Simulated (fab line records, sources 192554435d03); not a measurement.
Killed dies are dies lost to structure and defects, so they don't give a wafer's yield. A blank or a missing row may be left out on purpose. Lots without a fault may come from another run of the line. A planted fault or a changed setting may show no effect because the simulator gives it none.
Which tool did it? | flow n5_finfet | 9 lots, 27 wafers sampled, at 1 step of a route of 1938

WHAT THE GAUGES READ, wafer by wafer
N5_BEOL_M4_RC_MEAS_101. Usual: DIBL_N 36.7 mV/V, standard deviation 2.4; DIBL_P 37.4 mV/V, standard deviation 2.9; IOFF_N 0.18 nA/um, standard deviation 0.05; IOFF_P 0.23 nA/um, standard deviation 0.058; ION_N 683 uA/um, standard deviation 16; ION_P 467 uA/um, standard deviation 11; SS_N 71.7 mV/dec, standard deviation 0.77; SS_P 73.5 mV/dec, standard deviation 0.87; VT_N 249 mV, standard deviation 4.3; VT_P -250 mV, standard deviation 4.4.
lot  | measured     | on        | DIBL_N (mV/V)  | DIBL_P (mV/V)  | IOFF_N (nA/um) | IOFF_P (nA/um) | ION_N (uA/um) | ION_P (uA/um) | SS_N (mV/dec)  | SS_P (mV/dec)  | VT_N (mV)   | VT_P (mV)      | flag
L129 | day 8 13:13  | prober-02 | 44.2 35.3 38.9 | 45.7 36.6 40.1 | 0.35 0.15 0.20 | 0.40 0.23 0.28 | 696 685 669   | 473 471 463   | 73.9 71.3 72.6 | 76.2 73.1 73.9 | 242 251 247 | -242 -250 -247 |
L131 | day 9 03:58  | prober-01 | 36.8 39.4 35.4 | 38.4 42.4 37.2 | 0.15 0.25 0.14 | 0.23 0.32 0.21 | 665 709 668   | 467 489 464   | 71.2 73.4 71.2 | 74.1 74.4 74.1 | 253 245 254 | -250 -246 -254 |
L135 | day 10 00:06 | prober-01 | 38.4 38.5 37.4 | 38.5 38.8 36.5 | 0.19 0.21 0.18 | 0.28 0.29 0.26 | 692 703 680   | 482 484 470   | 72.2 72.1 72.1 | 74.2 73.7 73.5 | 249 245 245 | -246 -246 -246 |
L136 | day 10 08:22 | prober-01 | 41.1 33.5 36.9 | 42.0 33.5 37.0 | 0.25 0.11 0.16 | 0.24 0.13 0.17 | 699 681 680   | 458 466 450   | 73.2 70.7 72.0 | 74.5 72.6 73.5 | 246 253 250 | -251 -259 -256 |
L137 | day 10 11:44 | prober-01 | 37.4 36.5 38.0 | 38.8 35.5 38.7 | 0.19 0.15 0.19 | 0.24 0.18 0.24 | 682 667 697   | 463 448 475   | 72.1 71.5 72.1 | 73.5 71.9 73.1 | 248 251 245 | -250 -253 -249 |
L144 | day 12 02:56 | prober-01 | 33.5 38.5 38.0 | 32.2 38.8 37.9 | 0.11 0.20 0.20 | 0.16 0.25 0.25 | 670 689 702   | 464 472 474   | 71.7 72.1 72.0 | 72.3 74.1 74.1 | 256 247 247 | -255 -249 -248 |
L146 | day 12 21:37 | prober-01 | 37.9 34.5 35.7 | 40.9 35.3 38.1 | 0.19 0.13 0.16 | 0.23 0.15 0.19 | 669 664 666   | 459 449 449   | 72.2 71.4 71.5 | 73.8 72.8 73.4 | 248 251 247 | -251 -256 -254 |
L147 | day 13 07:21 | prober-01 | 35.4 38.2 33.6 | 36.6 38.8 34.3 | 0.16 0.25 0.14 | 0.17 0.22 0.14 | 683 703 693   | 459 463 455   | 71.9 72.9 71.1 | 72.5 73.6 72.7 | 251 242 249 | -256 -252 -259 |
L149 | day 13 12:54 | prober-02 | 36.6 37.9 37.5 | 38.0 38.7 39.5 | 0.18 0.18 0.22 | 0.20 0.21 0.24 | 698 673 697   | 473 456 466   | 71.7 71.9 72.2 | 73.0 73.6 73.6 | 247 249 243 | -252 -252 -249 |

WHICH TOOL RAN EACH LOT (tool, then ch and the chambers of the sampled wafers, then the start)
The record holds no process step before these readings.

WHAT THE TOOLS THEMSELVES READ (means of the sampled wafers that have a number; where no wafer has one, the mark that the record gives instead)
The record holds no such reading with a usual standard deviation.

THE ANSWER, worked out from the rows above alone
Rule: a lot is off if the mean of its wafers that have a number lies more than 3 standard deviations from the usual mean. A lot without any number at a reading at which 4 lots or more have one is off too. The other lots that the step has rows for count as sound. The gauges are gone through in route order, then the tools' own readings, and for those a lot's mean is taken as printed above. The first step at which some lot is off is used, and at that step the reading that is off furthest; a lot without a number counts as furthest.
No lot is off at any reading shown: from this, nothing can be told.

WHAT THE SIMULATOR HAD PUT IN
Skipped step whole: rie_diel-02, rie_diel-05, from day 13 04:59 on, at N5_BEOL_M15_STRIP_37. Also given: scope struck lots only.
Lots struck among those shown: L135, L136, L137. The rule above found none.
